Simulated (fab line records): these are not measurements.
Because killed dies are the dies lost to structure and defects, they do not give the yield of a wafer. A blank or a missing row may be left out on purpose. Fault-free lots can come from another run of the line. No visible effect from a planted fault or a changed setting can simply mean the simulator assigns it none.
Lot-split experiment / flow n5Finfet / 7 lots, 21 wafers read, on a route of 1938 steps

THE SPLIT
At N5_BEOL_M14_SPUTTER_43 (material TaN, target thk 15 nm, time 24.19 s), the setting powerW was moved away from the recipe's 15000 W on 6 of the 21 wafers read, by -14.1% to +13.7%. The other wafers ran this setting at the recipe's value.

Reading taken at the split's own step.

THE READING
TaN_of_BEOL_M14_SPUTTER_43.thkNm (the simulator's own value, which no gauge read), in nm, at N5_BEOL_M14_SPUTTER_43 (material TaN, target thk 15 nm, time 24.19 s). No usual value for it is given in the file. Here, 15 wafers ran the recipe; their average is 15.0 nm with a standard deviation of 0.18 nm.

wafer=L079.1; tool, chamber at the split=pvdSputter-02, -; powerW as run, W=15000; against the recipe=recipe; TaN_of_BEOL_M14_SPUTTER_43.thkNm, nm=14.8; against lot-mates on the recipe=-
wafer=L079.4; tool, chamber at the split=pvdSputter-02, -; powerW as run, W=12880; against the recipe=-14.1%; TaN_of_BEOL_M14_SPUTTER_43.thkNm, nm=13; against lot-mates on the recipe=-1.9
wafer=L079.6; tool, chamber at the split=pvdSputter-02, -; powerW as run, W=15000; against the recipe=recipe; TaN_of_BEOL_M14_SPUTTER_43.thkNm, nm=15; against lot-mates on the recipe=-
wafer=L080.1; tool, chamber at the split=pvdSputter-03, -; powerW as run, W=15000; against the recipe=recipe; TaN_of_BEOL_M14_SPUTTER_43.thkNm, nm=15; against lot-mates on the recipe=-
wafer=L080.5; tool, chamber at the split=pvdSputter-03, -; powerW as run, W=15000; against the recipe=recipe; TaN_of_BEOL_M14_SPUTTER_43.thkNm, nm=15; against lot-mates on the recipe=-
wafer=L080.6; tool, chamber at the split=pvdSputter-03, -; powerW as run, W=15000; against the recipe=recipe; TaN_of_BEOL_M14_SPUTTER_43.thkNm, nm=14.8; against lot-mates on the recipe=-
wafer=L082.1; tool, chamber at the split=pvdSputter-03, -; powerW as run, W=15000; against the recipe=recipe; TaN_of_BEOL_M14_SPUTTER_43.thkNm, nm=15; against lot-mates on the recipe=-
wafer=L082.2; tool, chamber at the split=pvdSputter-03, -; powerW as run, W=17060; against the recipe=+13.7%; TaN_of_BEOL_M14_SPUTTER_43.thkNm, nm=17; against lot-mates on the recipe=+2.1
wafer=L082.6; tool, chamber at the split=pvdSputter-03, -; powerW as run, W=15000; against the recipe=recipe; TaN_of_BEOL_M14_SPUTTER_43.thkNm, nm=14.8; against lot-mates on the recipe=-
wafer=L084.2; tool, chamber at the split=pvdSputter-02, -; powerW as run, W=14050; against the recipe=-6.3%; TaN_of_BEOL_M14_SPUTTER_43.thkNm, nm=14; against lot-mates on the recipe=-1.0
wafer=L084.3; tool, chamber at the split=pvdSputter-02, -; powerW as run, W=14050; against the recipe=-6.3%; TaN_of_BEOL_M14_SPUTTER_43.thkNm, nm=14.2; against lot-mates on the recipe=-0.8
wafer=L084.4; tool, chamber at the split=pvdSputter-02, -; powerW as run, W=15000; against the recipe=recipe; TaN_of_BEOL_M14_SPUTTER_43.thkNm, nm=15; against lot-mates on the recipe=-
wafer=L089.3; tool, chamber at the split=pvdSputter-02, -; powerW as run, W=15000; against the recipe=recipe; TaN_of_BEOL_M14_SPUTTER_43.thkNm, nm=15.2; against lot-mates on the recipe=-
wafer=L089.4; tool, chamber at the split=pvdSputter-02, -; powerW as run, W=15000; against the recipe=recipe; TaN_of_BEOL_M14_SPUTTER_43.thkNm, nm=15.2; against lot-mates on the recipe=-
wafer=L089.5; tool, chamber at the split=pvdSputter-02, -; powerW as run, W=15000; against the recipe=recipe; TaN_of_BEOL_M14_SPUTTER_43.thkNm, nm=15.4; against lot-mates on the recipe=-
wafer=L087.1; tool, chamber at the split=pvdSputter-02, -; powerW as run, W=15000; against the recipe=recipe; TaN_of_BEOL_M14_SPUTTER_43.thkNm, nm=14.8; against lot-mates on the recipe=-
wafer=L087.4; tool, chamber at the split=pvdSputter-02, -; powerW as run, W=14310; against the recipe=-4.6%; TaN_of_BEOL_M14_SPUTTER_43.thkNm, nm=14.2; against lot-mates on the recipe=-0.6
wafer=L087.6; tool, chamber at the split=pvdSputter-02, -; powerW as run, W=14310; against the recipe=-4.6%; TaN_of_BEOL_M14_SPUTTER_43.thkNm, nm=14.2; against lot-mates on the recipe=-0.6
wafer=L095.1; tool, chamber at the split=pvdSputter-02, -; powerW as run, W=15000; against the recipe=recipe; TaN_of_BEOL_M14_SPUTTER_43.thkNm, nm=15.2; against lot-mates on the recipe=-
wafer=L095.6; tool, chamber at the split=pvdSputter-02, -; powerW as run, W=15000; against the recipe=recipe; TaN_of_BEOL_M14_SPUTTER_43.thkNm, nm=15.2; against lot-mates on the recipe=-
wafer=L095.3; tool, chamber at the split=pvdSputter-02, -; powerW as run, W=15000; against the recipe=recipe; TaN_of_BEOL_M14_SPUTTER_43.thkNm, nm=15; against lot-mates on the recipe=-

THE FIT
A straight line over all 21 wafers: TaN_of_BEOL_M14_SPUTTER_43.thkNm changes by +0.146 nm for each +1% of powerW; r = +0.98; the points scatter about the line by 0.17 nm.
The same after taking each lot's own level away (the mean of its wafers on the recipe; 21 wafers): +0.143 nm for each +1%; r = +0.99; scatter 0.095 nm.
On that fit, the largest move of powerW shifts the reading by 2 nm.
Across the lots, their own levels run from 14.80 to 15.27 nm, a range of 2.6 times the standard deviation given above.
Hence the lot-to-lot level has little effect on the slope; both slopes agree.
Check: with one of the wafers moved furthest among these (-14.1%) left out of the fit, the line predicts -2.07 nm for it against its lot-mates. It came out at -1.9 nm against them.

OTHER SPLITS APPLIED TO THESE WAFERS
These wafers also went through other splits before the reading. Each is held against what the fit with the lots' levels taken away leaves over:
other split on the same wafers=N5_BEOL_M10_COAT_64 spinRpm; wafers away from the commonest value=10; r with TaN_of_BEOL_M14_SPUTTER_43.thkNm (lot level and that fit taken away)=+0.05
other split on the same wafers=N5_BEOL_M11_ETCH_41 timeS; wafers away from the commonest value=5; r with TaN_of_BEOL_M14_SPUTTER_43.thkNm (lot level and that fit taken away)=+0.05
other split on the same wafers=N5_BEOL_M13_TRENCH_ETCH_34 timeS; wafers away from the commonest value=9; r with TaN_of_BEOL_M14_SPUTTER_43.thkNm (lot level and that fit taken away)=-0.14
other split on the same wafers=N5_BEOL_M13_SPUTTER_44 timeS; wafers away from the commonest value=4; r with TaN_of_BEOL_M14_SPUTTER_43.thkNm (lot level and that fit taken away)=-0.14

THE FILE'S OWN FIT
TaN_of_BEOL_M14_SPUTTER_43.thkNm changes by +0.143 nm for each +1% of powerW, r = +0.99.
